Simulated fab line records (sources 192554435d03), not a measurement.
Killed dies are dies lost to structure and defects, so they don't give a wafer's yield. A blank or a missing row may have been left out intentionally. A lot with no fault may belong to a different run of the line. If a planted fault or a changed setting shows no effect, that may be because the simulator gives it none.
2 desks, one fault :: flow n5Finfet :: each desk has only its own numbers; what lay behind them comes last

THE METROLOGY DESK
What the gauges read for every lot (on any tool): the sampled wafers with a number, averaged. Marked OUT: a lot whose mean sits more than 4 standard deviations from the usual mean, which makes it out of limits; the brackets give that distance. Shown are 7 of the 13 readings it has, namely the first that went out of limits plus those furthest out on some lot.
Columns: A = M4_ILD_THK at N5_BEOL_M4_THK_MEAS_01, usual 78.7 nm; B = DIBL_N at N5_BEOL_M4_RC_MEAS_101, usual 36.1 mV/V; C = DIBL_P at N5_BEOL_M4_RC_MEAS_101, usual 36.3 mV/V; D = IOFF_N at N5_BEOL_M4_RC_MEAS_101, usual 0.16 nA/um; E = IOFF_P at N5_BEOL_M4_RC_MEAS_101, usual 0.21 nA/um; F = SS_P at N5_BEOL_M4_RC_MEAS_101, usual 73.3 mV/dec; G = VT_N at N5_BEOL_M4_RC_MEAS_101, usual 249 mV
lot: L761
first seen here: day 7 09:43
A: 77.9
B: 34.4
C: 35.0
D: 0.14
E: 0.23
F: 73.2
G: 254

lot: L764
first seen here: day 8 00:20
A: 79.0
B: 34.6
C: 32.2
D: 0.11
E: 0.17
F: 72.3
G: 255

lot: L763
first seen here: day 8 10:01
A: 78.8
B: 36.7
C: 36.6
D: 0.16
E: 0.20
F: 73.8
G: 252

lot: L765
first seen here: day 8 14:49
A: 61.0 (-16) OUT
B: 39.0
C: 36.6
D: 0.19
E: 0.26
F: 73.5
G: 248

lot: L766
first seen here: day 8 17:41
A: 60.7 (-16) OUT
B: 35.4
C: 36.6
D: 0.15
E: 0.20
F: 72.8
G: 252

lot: L768
first seen here: day 8 21:13
A: 51.2 (-25) OUT
B: 32.3
C: 30.4
D: 0.09
E: 0.14
F: 71.2
G: 257

lot: L773
first seen here: day 10 20:19
A: 79.2
B: 38.8
C: 40.2
D: 0.24
E: 0.30
F: 73.7
G: 244

lot: L774
first seen here: day 11 19:10
A: 78.5
B: 39.0
C: 40.3
D: 0.22
E: 0.24
F: 73.9
G: 244

lot: L776
first seen here: day 11 22:52
A: 78.6
B: 38.1
C: 38.6
D: 0.21
E: 0.25
F: 73.7
G: 245

lot: L777
first seen here: day 11 23:41
A: 79.8
B: 33.4
C: 34.1
D: 0.13
E: 0.16
F: 72.3
G: 250

lot: L778
first seen here: day 12 08:23
A: 78.5
B: 34.7
C: 35.7
D: 0.15
E: 0.20
F: 72.5
G: 252

lot: L782
first seen here: day 13 01:41
A: 79.8
B: 36.9
C: 37.4
D: 0.18
E: 0.19
F: 73.6
G: 250

lot: L780
first seen here: day 13 03:32
A: 78.2
B: 34.4
C: 35.2
D: 0.14
E: 0.20
F: 72.5
G: 250

lot: L781
first seen here: day 13 11:34
A: 78.7
B: 34.8
C: 34.1
D: 0.14
E: 0.20
F: 73.2
G: 251

lot: L783
first seen here: day 13 15:12
A: 80.4
B: 38.0
C: 39.0
D: 0.21
E: 0.27
F: 74.2
G: 244
This desk's result: L765, L766, L768 out of limits, first on L765 (M4_ILD_THK at N5_BEOL_M4_THK_MEAS_01), day 8 15:13. Within limits: L761, L764, L763, L773, L774, L776, L777, L778, L782, L780, L781, L783.

THE TOOL OWNER'S DESK: pecvd-03
The tool's own readings at N5_BEOL_M4_ILD_DEP_00 (deposits SiOC from DEMS/O2, target thk 79 nm, time 15.3 s): means of the sampled wafers that have a number, for each lot that ran on this tool. Marked OUT: a lot whose mean sits more than 4 standard deviations from the usual mean, which makes it out of limits; the brackets give that distance.
Columns: A = heaterPowerW at N5_BEOL_M4_ILD_DEP_00, usual 487 W; B = rfFwdPowerW at N5_BEOL_M4_ILD_DEP_00, usual 494.3 W; C = showerheadPlenumPTorr at N5_BEOL_M4_ILD_DEP_00, usual 5.697 Torr; D = susceptorTempC at N5_BEOL_M4_ILD_DEP_00, usual 349.99 C; E = throttleValvePct at N5_BEOL_M4_ILD_DEP_00, usual 11.9 %
lot: L761
first seen here: day 7 10:03
A: 512
B: 497.5
C: 5.651
D: 349.90
E: 12.4

lot: L764
first seen here: day 8 00:40
A: 461
B: 495.3
C: 5.700
D: 349.90
E: 12.2

lot: L765
first seen here: day 8 15:08
A: 468
B: 494.8
C: 5.696
D: 349.94
E: 12.0

lot: L766
first seen here: day 8 18:00
A: 471
B: 494.9
C: 5.681
D: 349.83
E: 12.1

lot: L768
first seen here: day 8 21:33
A: 424
B: 494.6
C: 5.688
D: 349.92
E: 12.2

lot: L777
first seen here: day 12 00:01
A: 409
B: 495.0
C: 5.693
D: 350.16
E: 11.7

lot: L782
first seen here: day 13 02:01
A: 440
B: 494.3
C: 5.683
D: 350.09
E: 11.5

lot: L783
first seen here: day 13 15:32
A: 452
B: 496.5
C: 5.681
D: 349.69
E: 12.1
This desk's verdict: no lot among the 8 shows anything out of limits.

ALL TOGETHER
L765, L766, L768 would have let the metrology desk raise an alarm at day 8 15:13.
Nothing out of limits was seen by the tool owner's desk.
The tool owner's desk has L765, L766, L768 on record, within its limits.
On pecvd-03, each named lot ran N5_BEOL_M4_ILD_DEP_00.

WHAT WAS PUT IN BY THE SIMULATOR
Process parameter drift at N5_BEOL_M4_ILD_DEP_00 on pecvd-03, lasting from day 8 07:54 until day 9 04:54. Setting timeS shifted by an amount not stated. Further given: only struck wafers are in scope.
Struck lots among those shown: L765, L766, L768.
Hours from the fault's start to each desk's first reading out of limits: the metrology desk, 7.
